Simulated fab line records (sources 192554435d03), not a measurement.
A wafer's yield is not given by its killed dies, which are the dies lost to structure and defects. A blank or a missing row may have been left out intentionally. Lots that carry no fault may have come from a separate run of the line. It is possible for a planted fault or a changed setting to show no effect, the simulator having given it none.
fab line records	flow n5-finfet
record lots=7	wafers=18	last-day=19
route steps=1938 shown BEOL_M15@1821 PASS1_DEP@1831 MIM_BOT@1832 MIM_TOP@1834
lots untouched by any fault: they come from a run of this same line in which no faults occurred
start-h: the number of hours between the record's first day and the start of the first shown wafer of the lot	wait-h: time in hours since the lot's previous step	" the same as in the row above	L1.1+2: one row covering several wafers at once	- no value present, or no start provided	* or withheld: withheld	< > ~ a bound
route shown NAME@n: NAME is a module with steps in the file, n the number in the route of the first one	usual: mean/standard deviation of fault-free wafers	same: alike in all rows	chamber/n: place in a boat	sites: readings site by site	_std_site: the values' standard deviation	_edge_site: inner sites' mean taken away from outer sites' mean	radius-mm: how far each site lies from the wafer's centre	mask NAME#n: copy n	behind: the tool/chamber that last shaped the wafer	hold: what put the lot on hold/how long, in hours/how the hold closed	device: names the non-switching transistor (n, p or np)	end of line: tests run on the same wafers once the route is complete	a step without rows: its recipe alone	killed: not the wafer's yield, but the dies lost to structure and defects at the first sort	map: shows each die of a wafer: x if killed, . if not, _ if none is there
set.NAME: the setting the step ran with; set.NAME@STEP: the setting that earlier step ran with	model.NAME: the simulator's own value behind a step, which no gauge read
certain route steps with their lots: each step a table, each wafer a row
services: a tool's chamber out of use, with start hour (start-h, from the record's first day; less than 0 if before it), hours out, and reason
## steps
# step N5_BEOL_M15_SPUTTER_45
# recipe material=Cu	target-thk-a=1000	temp-c=-20	bias-v=60	power-w=26000	chamber-pressure-pa=0.13	time-s=16.67
# step N5_BEOL_M15_ECD_47
# recipe material=Cu	target-thk-a=18600
# step N5_BEOL_M15_ANNEAL_48
# recipe temp-c=225	time-s=90	ambient=N2
# usual wafer_temp_C_max=226.19/0.3
# same time-s=90
lot.wafer	tool	chamber	start-h	wait-h	wafer_temp_C_max
L600.1	rtp-anneal-01	0	302.08	0.2	225.76
L600.3	"	0	"	"	226.31
L600.4	"	0	"	"	226.03
L602.1	rtp-anneal-02	0	340.18	0.2	226.22
L602.3	"	0	"	"	226.10
L602.6	"	0	"	"	226.00
L608.1	rtp-anneal-01	0	371.43	0.2	225.78
L608.4	"	0	"	"	225.84
L605.1	rtp-anneal-01	0	373.36	0.9	226.14
L605.3	"	0	"	"	225.98
L609.3	rtp-anneal-01	0	386.69	0.2	225.95
L609.5	"	0	"	"	225.67
L615.2	rtp-anneal-01	0	420.20	1.4	226.33
L615.4	"	0	"	"	226.34
L615.6	"	0	"	"	226.36
L617.2	rtp-anneal-01	0	450.02	0.2	225.61
L617.4	"	0	"	"	225.94
L617.6	"	0	"	"	226.36
# step N5_BEOL_M15_CMP_49
# recipe stop-on=SiO2	t-overpolish-s=4.9	down-force-psi=2	platen-rpm=80	clearing-platen-down-force-psi=2	clearing-platen-rpm=80	post-cmp-clean=cu-alkaline	target-thk-nm=850	clearing-platen-pad-velocity-m-s=1.5917	pad-velocity-m-s=1.5917
# usual barrier-field-endpoint-s=11.35/0.27	motor-current-A=7.8/0.54	overpolish-run-s=4.900/0.0096
lot.wafer	tool	chamber	start-h	wait-h	barrier-field-endpoint-s	motor-current-A	overpolish-run-s
L600.3	cmp-01	1	302.38	0.2	11.50	7.9	4.899
L600.4	"	3	"	"	11.19	7.9	4.908
L600.1	"	0	"	"	11.46	8.1	4.908
L602.1	cmp-02	2	340.49	0.3	11.19	7.5	4.884
L602.3	"	0	"	"	11.39	7.6	4.902
L602.6	"	3	"	"	11.07	7.5	4.906
L608.1	cmp-01	3	371.80	0.3	11.34	7.3	4.896
L608.4	"	0	"	"	11.43	8.4	4.905
L605.3	cmp-04	2	373.70	0.2	11.69	7.3	4.912
L605.1	"	3	"	"	11.12	7.8	4.914
L609.3	cmp-04	2	386.97	0.2	11.36	7.1	4.914
L609.5	"	1	"	"	11.36	7.5	4.899
L615.2	cmp-02	2	420.50	0.3	11.47	7.4	4.894
L615.4	"	3	"	"	11.19	7.3	4.897
L615.6	"	1	"	"	11.58	7.4	4.901
L617.4	cmp-02	1	450.33	0.2	12.08	8.0	4.891
L617.2	"	0	"	"	11.71	7.8	4.907
L617.6	"	2	"	"	11.32	7.6	4.892
# step N5_BEOL_M15_THK_MEAS_50
# recipe thk-meas-gauge=xrf	reads=Cu_of_BEOL_M15_ECD_47
# usual M15_THK=858/19
lot.wafer	tool	chamber	start-h	wait-h	M15_THK[nm]
L600.1	film-metro-01	-	302.67	-	847
L600.3	"	-	"	"	832
L600.4	"	-	"	"	849
L602.1	film-metro-02	-	340.79	-	858
L602.3	"	-	"	"	885
L602.6	"	-	"	"	828
L608.1	film-metro-02	-	372.02	-	873
L608.4	"	-	"	"	888
L605.1	film-metro-01	-	373.96	-	833
L605.3	"	-	"	"	866
L609.3	film-metro-02	-	387.19	-	883
L609.5	"	-	"	"	872
L615.2	film-metro-02	-	420.76	-	866
L615.4	"	-	"	"	860
L615.6	"	-	"	"	880
L617.2	film-metro-02	-	450.62	-	856
L617.4	"	-	"	"	873
L617.6	"	-	"	"	865
# step N5_BEOL_M15_PRE_CLEAN_52
# recipe gas=NH3	time-s=15	temp-c=withheld	rf-power-w=300
# step N5_BEOL_M15_DEP_53
# recipe material=SiCN	target-thk-a=500	temp-c=withheld	precursor=3MS/NH3	pressure-torr=3	rf-w=675	time-s=17.8
# usual showerhead-plenum-p-Torr=4.16/0.031	throttle-valve-pct=17.9/0.77
# same time-s=17.8
lot.wafer	tool	chamber	start-h	wait-h	showerhead-plenum-p-Torr	throttle-valve-pct
L600.1	pecvd-01	1	302.74	0.0	4.14	18.8
L600.3	"	0	"	"	4.21	16.4
L600.4	"	0	"	"	4.20	16.7
L602.1	pecvd-04	0	340.85	0.0	4.20	19.0
L602.3	"	2	"	"	4.18	17.2
L602.6	"	0	"	"	4.19	19.4
L608.1	pecvd-04	0	372.08	0.0	4.20	19.1
L608.4	"	2	"	"	4.18	17.7
L605.1	pecvd-04	2	374.02	0.0	4.18	17.7
L605.3	"	0	"	"	4.20	19.0
L609.3	pecvd-03	1	387.28	0.0	4.16	17.9
L609.5	"	2	"	"	4.11	17.7
L615.2	pecvd-03	1	420.82	0.0	4.16	17.5
L615.4	"	0	"	"	4.14	17.5
L615.6	"	1	"	"	4.16	17.9
L617.2	pecvd-01	2	450.68	0.0	4.14	17.9
L617.4	"	2	"	"	4.14	17.6
L617.6	"	1	"	"	4.14	18.4
# step N5_BEOL_M15_RS_MEAS_54
# recipe thk-meas-gauge=four-point-probe	reads=Cu_of_BEOL_M15_ECD_47+Ta_of_BEOL_M15_SPUTTER_44+TaN_of_BEOL_M15_SPUTTER_43
# usual M15_RS=0.0217/0.00043
lot.wafer	tool	chamber	start-h	wait-h	M15_RS[ohm/sq]
L600.1	film-metro-02	-	302.80	0.0	0.0217
L600.3	"	-	"	"	0.0222
L600.4	"	-	"	"	0.0217
L602.1	film-metro-02	-	340.92	0.0	0.0216
L602.3	"	-	"	"	0.0210
L602.6	"	-	"	"	0.0225
L608.1	film-metro-02	-	372.15	0.0	0.0211
L608.4	"	-	"	"	0.0206
L605.1	film-metro-02	-	374.09	0.0	0.0224
L605.3	"	-	"	"	0.0215
L609.3	film-metro-01	-	387.35	0.1	0.0210
L609.5	"	-	"	"	0.0216
L615.2	film-metro-01	-	420.89	0.1	0.0214
L615.4	"	-	"	"	0.0215
L615.6	"	-	"	"	0.0211
L617.2	film-metro-01	-	450.75	0.1	0.0218
L617.4	"	-	"	"	0.0214
L617.6	"	-	"	"	0.0216
# step N5_BEOL_M15_INSPECT_55
# recipe inspect-instrument=darkfield	mode=post-dep
# usual raw-defect-count=73/25
lot.wafer	tool	chamber	start-h	wait-h	raw-defect-count
L600.1	defect-inspect-01	-	302.83	0.0	90
L600.3	"	-	"	"	75
L600.4	"	-	"	"	83
L602.1	defect-inspect-01	-	340.94	0.0	122
L602.3	"	-	"	"	46
L602.6	"	-	"	"	82
L608.1	defect-inspect-02	-	372.17	0.0	50
L608.4	"	-	"	"	108
L605.1	defect-inspect-01	-	374.11	0.0	62
L605.3	"	-	"	"	53
L609.3	defect-inspect-02	-	387.38	0.0	96
L609.5	"	-	"	"	153
L615.2	defect-inspect-01	-	420.92	0.0	104
L615.4	"	-	"	"	111
L615.6	"	-	"	"	93
L617.2	defect-inspect-01	-	450.78	0.0	99
L617.4	"	-	"	"	68
L617.6	"	-	"	"	104
# step N5_BEOL_M15_RC_MEAS_101
# usual etest-temp-c=25.00/0.12	COMB_M10=1.5e-11/3.3e-12	COMB_M11=1.54e-11/2.5e-12	COMB_M12=6.7e-12/1.2e-12	COMB_M13=5.5e-12/1e-12	COMB_M14=4.3e-12/9.1e-13	COMB_M15=3.2e-12/5.7e-13	COMB_M5=3.6e-11/7.6e-12	COMB_M6=2.6e-11/5.1e-12	COMB_M7=2.5e-11/4.4e-12	COMB_M8=2.5e-11/5.3e-12	COMB_M9=1.55e-11/2.8e-12	SERP_M10=3.05/0.084	SERP_M11=3.10/0.089	SERP_M12=0.634/0.018	SERP_M13=0.311/0.0068	SERP_M14=0.160/0.0047	SERP_M5=39.0/1.5	SERP_M6=13.5/0.58	SERP_M7=13.9/0.62	SERP_M8=13.5/0.5	SERP_M9=3.04/0.091
lot.wafer	tool	chamber	start-h	wait-h	etest-temp-c	COMB_M10[S/m]	COMB_M11[S/m]	COMB_M12[S/m]	COMB_M13[S/m]	COMB_M14[S/m]	COMB_M15[S/m]	COMB_M5[S/m]	COMB_M6[S/m]	COMB_M7[S/m]	COMB_M8[S/m]	COMB_M9[S/m]	SERP_M10[ohm/um]	SERP_M11[ohm/um]	SERP_M12[ohm/um]	SERP_M13[ohm/um]	SERP_M14[ohm/um]	SERP_M5[ohm/um]	SERP_M6[ohm/um]	SERP_M7[ohm/um]	SERP_M8[ohm/um]	SERP_M9[ohm/um]
L600.1	prober-02	0	302.85	0.0	24.70	2e-11	1.26e-11	9.2e-12	6e-12	3.4e-12	2.6e-12	2.8e-11	1.9e-11	2.9e-11	1.6e-11	1.61e-11	3.02	3.27	0.611	0.304	0.153	39.2	12.9	13.4	13.6	3.14
L600.3	"	0	"	"	24.81	1.2e-11	1.44e-11	7.3e-12	4.9e-12	4.9e-12	3e-12	2.9e-11	2.1e-11	2.4e-11	2.9e-11	1.63e-11	3.23	3.02	0.624	0.309	0.169	40.4	12.7	13.6	12.9	2.98
L600.4	"	0	"	"	25.02	1.2e-11	1.35e-11	7.2e-12	5e-12	3.8e-12	3.1e-12	2.4e-11	2.7e-11	2.6e-11	2e-11	2.07e-11	2.99	3.15	0.593	0.300	0.157	38.6	12.7	13.8	13.2	3.01
L602.1	prober-01	0	340.97	0.0	25.14	1.5e-11	1.43e-11	6.4e-12	5.9e-12	4.4e-12	3.5e-12	3.6e-11	3e-11	1.9e-11	2.1e-11	1.61e-11	3.19	3.10	0.647	0.305	0.156	38.4	13.3	14.3	13.2	3.02
L602.3	"	0	"	"	25.19	1.7e-11	1.65e-11	7.9e-12	5.2e-12	3.8e-12	4.4e-12	4.2e-11	2.9e-11	2e-11	3.9e-11	1.49e-11	3.03	3.02	0.653	0.304	0.156	40.5	12.9	13.8	12.9	2.95
L602.6	"	0	"	"	25.21	1.4e-11	1.27e-11	7e-12	4.9e-12	3.7e-12	3.1e-12	3.1e-11	2.7e-11	2.5e-11	3.2e-11	1.24e-11	3.05	3.07	0.631	0.313	0.160	38.0	12.4	14.4	13.4	3.02
L608.1	prober-02	0	372.20	0.0	25.03	1.7e-11	9.6e-12	4.7e-12	6e-12	4.1e-12	2.6e-12	3.9e-11	3.2e-11	2.3e-11	2e-11	1.51e-11	3.07	3.00	0.602	0.304	0.159	37.9	13.4	13.9	13.7	3.15
L608.4	"	0	"	"	25.10	1.2e-11	1.92e-11	5.5e-12	6.3e-12	3.5e-12	2.2e-12	3.9e-11	2.6e-11	2.4e-11	2.5e-11	1.42e-11	2.91	3.11	0.612	0.322	0.153	39.1	13.6	14.0	12.7	2.97
L605.1	prober-01	0	374.14	0.0	25.07	1.2e-11	1.76e-11	4.4e-12	5.9e-12	4.1e-12	3.1e-12	3.7e-11	3e-11	3e-11	2.4e-11	1.61e-11	3.11	3.00	0.618	0.308	0.159	39.4	14.2	15.1	13.7	3.13
L605.3	"	0	"	"	25.01	1.6e-11	1.84e-11	5.1e-12	7.1e-12	4e-12	5e-12	3.8e-11	2.7e-11	2.8e-11	2.2e-11	1.4e-11	3.07	3.03	0.621	0.324	0.162	39.1	14.2	13.8	14.1	3.02
L609.3	prober-01	0	387.71	0.3	25.00	1.7e-11	1.51e-11	5.6e-12	5.3e-12	6.3e-12	2.9e-12	4.8e-11	2.9e-11	2.6e-11	1.9e-11	1.52e-11	3.01	3.03	0.628	0.302	0.162	38.5	13.5	13.9	13.6	2.93
L609.5	"	0	"	"	25.00	1.8e-11	1.67e-11	7e-12	6e-12	4.4e-12	4.1e-12	3.3e-11	2.4e-11	2.1e-11	2.6e-11	1.46e-11	3.19	3.07	0.648	0.319	0.160	37.3	13.4	13.4	14.2	3.01
L615.2	prober-02	0	421.10	0.2	24.85	1.1e-11	1.84e-11	5.7e-12	5.2e-12	5.2e-12	3.3e-12	3.3e-11	2.7e-11	3.7e-11	3.9e-11	1.48e-11	2.97	3.24	0.639	0.331	0.161	40.2	13.5	13.8	13.0	3.19
L615.4	"	0	"	"	25.01	1e-11	1.6e-11	8.3e-12	5.3e-12	3.3e-12	3.7e-12	3.8e-11	2e-11	2.4e-11	2.7e-11	1.06e-11	3.03	3.16	0.595	0.321	0.157	38.5	14.0	14.8	14.2	3.04
L615.6	"	0	"	"	24.89	1.2e-11	1.69e-11	5.8e-12	6e-12	4.1e-12	3.3e-12	3.8e-11	2.3e-11	2.3e-11	2.3e-11	1.21e-11	3.07	3.24	0.608	0.321	0.161	39.3	13.3	14.8	13.9	3.10
L617.2	prober-01	0	450.96	0.2	25.15	1.8e-11	1.52e-11	7e-12	5.8e-12	4.3e-12	2.6e-12	4.9e-11	2.6e-11	2.9e-11	2.7e-11	1.29e-11	3.03	3.08	0.628	0.307	0.166	40.1	12.7	13.9	13.6	3.13
L617.4	"	0	"	"	25.01	1.6e-11	1.76e-11	8.3e-12	7.7e-12	4.9e-12	3.2e-12	3.4e-11	2.1e-11	2.9e-11	2.7e-11	1.5e-11	2.96	3.19	0.648	0.305	0.158	38.3	13.3	14.3	14.2	2.98
L617.6	"	0	"	"	25.18	2.2e-11	1.66e-11	6.6e-12	5.2e-12	4.1e-12	3.4e-12	3.3e-11	2.5e-11	2.4e-11	1.9e-11	1.72e-11	3.05	3.00	0.636	0.305	0.158	37.8	12.4	14.7	14.7	3.17
# step N5_PASSIVATION_PECVD_00
# recipe material=SiO2	target-thk-a=2000	temp-c=400	precursor=SiH4/N2O	pressure-torr=2.7	rf-w=608	time-s=11.2
# step N5_MIM_BOT_DEGAS_01
# recipe ambient=vacuum	temp-c=300	time-s=60
# usual heater-power-w=465/39
# same time-s=60
lot.wafer	tool	chamber	start-h	wait-h	heater-power-w
L600.1	pvd-sputter-02	-	306.24	2.4	446
L600.3	"	-	"	"	436
L600.4	"	-	"	"	505
L602.1	pvd-sputter-01	-	342.28	0.3	485
L602.3	"	-	"	"	386
L602.6	"	-	"	"	444
L608.1	pvd-sputter-02	-	374.87	1.7	432
L608.4	"	-	"	"	515
L605.1	pvd-sputter-02	-	375.45	0.3	435
L605.3	"	-	"	"	496
L609.3	pvd-sputter-02	-	390.57	2.2	450
L609.5	"	-	"	"	439
L615.2	pvd-sputter-01	-	422.40	0.5	421
L615.4	"	-	"	"	484
L615.6	"	-	"	"	455
L617.2	pvd-sputter-02	-	452.49	0.7	536
L617.4	"	-	"	"	499
L617.6	"	-	"	"	504
# step N5_MIM_BOT_SPUTTER_00
# recipe material=TiN	target-thk-a=350	temp-c=200	power-w=3000	chamber-pressure-pa=0.49996	gas=Ar	reactive-partial-pa=0.37997	time-s=89.7
# usual throttle-valve-pct=30.1/1.2
lot.wafer	tool	chamber	start-h	wait-h	throttle-valve-pct	model.TiN_of_MIM_BOT_SPUTTER_00.thk-nm
L600.1	pvd-sputter-02	-	306.28	0.0	30.0	34.6
L600.3	"	-	"	"	29.2	35
L600.4	"	-	"	"	31.6	34.2
L602.1	pvd-sputter-01	-	342.32	0.0	30.8	35
L602.3	"	-	"	"	31.6	34.8
L602.6	"	-	"	"	29.7	34.6
L608.1	pvd-sputter-02	-	374.91	0.0	29.2	51.2
L608.4	"	-	"	"	28.6	34.6
L605.1	pvd-sputter-02	-	375.49	0.0	29.3	51.6
L605.3	"	-	"	"	31.5	34.2
L609.3	pvd-sputter-02	-	390.61	0.0	29.7	34.6
L609.5	"	-	"	"	29.4	51.4
L615.2	pvd-sputter-01	-	422.44	0.0	30.1	35.2
L615.4	"	-	"	"	30.5	35
L615.6	"	-	"	"	33.0	34.6
L617.2	pvd-sputter-02	-	452.53	0.0	28.4	34.8
L617.4	"	-	"	"	31.6	33.8
L617.6	"	-	"	"	31.9	33.8
# step N5_MIM_TOP_ALD_00
# recipe material=Al2O3	target-thk-a=*	temp-c=withheld	ald-precursor-family=TMA	ald-co-reactant=O3	pulse-time-s=withheld	purge-time-s=3	co-reactant-purge-time-s=withheld	co-reactant-pulse-time-s=3	ald-cycles=withheld
# usual precursor-pulse-height-rel=1.002/0.021
lot.wafer	tool	chamber	start-h	wait-h	precursor-pulse-height-rel
L600.1	ald-hk-03	0	306.38	0.1	0.999
L600.3	"	3	"	"	0.977
L600.4	"	2	"	"	0.990
L602.1	ald-hk-03	1	342.42	0.1	1.014
L602.3	"	2	"	"	1.000
L602.6	"	2	"	"	0.993
L608.4	ald-hk-01	1	375.01	0.1	1.013
L605.3	ald-hk-03	3	375.59	0.1	1.007
L609.3	ald-hk-03	3	390.71	0.1	1.007
L615.2	ald-hk-03	1	422.54	0.1	1.000
L615.4	"	3	"	"	1.018
L615.6	"	3	"	"	0.977
L617.2	ald-hk-03	2	452.63	0.1	0.968
L617.4	"	1	"	"	1.014
L617.6	"	2	"	"	0.973
## services
tool	chamber	start-h	hours	kind
pecvd-03	1	278.44	12.3	repair
pecvd-03	0	300.65	12.7	repair
pecvd-01	0	310.77	1.8	repair
pecvd-04	1	321.81	5.6	repair
pecvd-01	-	326.53	0.5	repair
pecvd-01	-	330.65	0.3	repair
cmp-04	-	330.66	0.8	repair
pecvd-01	-	332.47	1.4	repair
cmp-01	-	334.09	4.0	pm
cmp-04	-	358.70	1.1	repair
ald-hk-01	-	363.90	0.9	repair
cmp-02	-	371.86	1.0	repair
pecvd-04	-	398.81	2.8	pm
ald-hk-03	-	410.52	6.0	pm
cmp-01	-	412.50	1.8	repair
cmp-04	-	418.41	1.2	repair
cmp-02	-	421.64	0.5	repair
cmp-01	-	423.86	6.1	pm
pecvd-01	1	428.77	2.4	repair
cmp-04	-	436.41	1.7	repair
cmp-04	-	446.92	17.9	pm
cmp-01	-	447.43	0.5	repair
pecvd-04	1	450.33	4.3	repair
pecvd-01	-	451.13	0.7	repair
## key
first-sign none at tools or gauges
model-effect step=N5_MIM_BOT_SPUTTER_00	value=TiN_of_MIM_BOT_SPUTTER_00.thk-nm	without=35	struck=51.4
met-at N5_MIM_BOT_SPUTTER_00
struck-wafers L605.1,L608.1,L609.5
later-rows-left-out L605.1,L608.1,L609.5
sort-left-out L605.1,L608.1,L609.5
onset-between 306.28 374.91
fault kind=process-parameter-drift	tool=pvd-sputter-02	chamber=-	onset-h=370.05	steps=N5_MIM_BOT_SPUTTER_00	channel=time-s	offset=*	shape=step	end-h=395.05	scope=struck-wafers-only	acts-in=*	stated=*
# sort-left-out: the simulated sort isn't trusted on such a fault, so these wafers' sort isn't shown, and their yield isn't known
# later-rows-left-out: the simulator's readings of these wafers behind a module that went badly wrong aren't trusted and aren't shown, but for the sort
